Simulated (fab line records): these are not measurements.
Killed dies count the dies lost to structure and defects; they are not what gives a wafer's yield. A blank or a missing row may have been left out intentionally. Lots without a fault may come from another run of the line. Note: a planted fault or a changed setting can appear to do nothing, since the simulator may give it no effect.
Matching of chambers	flow nand-harc	NHARC_A_STAIRCASE_DEP_322 on pecvd-03: 3 sister chambers
The step deposits SiO2, target thk 3800 nm. 3 wafers are shown with their chamber, then 7 later ones without.

WAFERS WITH THEIR CHAMBER
wafer	chamber	heater-power-w (W)
L084.2	0	803
L088.1	2	547
L088.2	1	783

WAFERS MISSING THEIR CHAMBER
wafer	heater-power-w (W)
L088.4	665
L090.2	671
L090.3	818
L090.4	653
L096.1	841
L096.3	764
L096.4	699

CHAMBER TAKEN BY EACH
wafer	from the rows above	in truth
L088.4	can't be placed: 1 or 2 or 0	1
L090.2	can't be placed: 1 or 2 or 0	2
L090.3	can't be placed: 0 or 1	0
L090.4	can't be placed: 2 or 1 or 0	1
L096.1	can't be placed: 0 or 1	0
L096.3	can't be placed: 1 or 0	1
L096.4	can't be placed: 1 or 0 or 2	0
Correct placement for 0 of the 7. Cannot be placed on the basis of these rows: 7; the candidates contain the true chamber in 7. 0 placed wrongly.
How it was worked out, from the rows above alone: a wafer's distance from a chamber is the root of the sum, over the readings, of the square of ((its reading less the chamber's mean) divided by the reading's scatter). The wafer belongs to the nearest chamber; if the next one is less than 2 further off, it can't be placed. Each chamber's mean is taken over the wafers shown for it. The scatter: with one shown wafer a chamber, the root of the mean of the squares of how far each hidden wafer lies from its nearest shown one.
